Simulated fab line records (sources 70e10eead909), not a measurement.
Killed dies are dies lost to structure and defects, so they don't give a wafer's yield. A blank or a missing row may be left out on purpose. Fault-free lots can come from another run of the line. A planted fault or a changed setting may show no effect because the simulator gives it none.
Chamber matching :: flow nand_harc :: NHARC_P_BONDPAD_DEP_00 on pecvd-02 has 3 sister chambers
The step deposits SiCN, target thk 250 nm. 6 wafers are shown with their chamber, then 7 later ones without.

WAFERS, EACH WITH ITS CHAMBER
wafer: L272.2
chamber: 0
heater_power_w (W): 657

wafer: L274.3
chamber: 2
heater_power_w (W): 643

wafer: L274.5
chamber: 1
heater_power_w (W): 617

wafer: L274.6
chamber: 0
heater_power_w (W): 585

wafer: L273.2
chamber: 2
heater_power_w (W): 544

wafer: L273.3
chamber: 1
heater_power_w (W): 619

WAFERS WHOSE CHAMBER IS MISSING
wafer: L273.5
heater_power_w (W): 603

wafer: L275.2
heater_power_w (W): 628

wafer: L275.4
heater_power_w (W): 505

wafer: L275.5
heater_power_w (W): 605

wafer: L276.2
heater_power_w (W): 575

wafer: L276.3
heater_power_w (W): 570

wafer: L276.5
heater_power_w (W): 592

THE CHAMBER EACH PASSED THROUGH
wafer: L273.5
from the rows above: can't be placed: 2 or 1 or 0
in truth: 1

wafer: L275.2
from the rows above: can't be placed: 0 or 1 or 2
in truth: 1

wafer: L275.4
from the rows above: can't be placed: 2 or 1 or 0
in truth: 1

wafer: L275.5
from the rows above: can't be placed: 2 or 1 or 0
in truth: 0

wafer: L276.2
from the rows above: can't be placed: 2 or 1 or 0
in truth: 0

wafer: L276.3
from the rows above: can't be placed: 2 or 1 or 0
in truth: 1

wafer: L276.5
from the rows above: can't be placed: 2 or 1 or 0
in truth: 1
Correct placement for 0 of the 7. From these rows, 7 cannot be placed; in 7 the true chamber is one of the candidates. Number placed wrongly: 0.
How it was worked out, from the rows above alone: a wafer's distance from a chamber is the root of the sum, over the readings, of the square of ((its reading less the chamber's mean) divided by the reading's scatter). The wafer belongs to the nearest chamber; if the next one is less than 2 further off, it can't be placed. A chamber's mean is the mean of its shown wafers. The scatter: take each reading less its chamber's mean, square it, sum over the shown wafers, divide by the number of wafers less the number of chambers, and take the root.
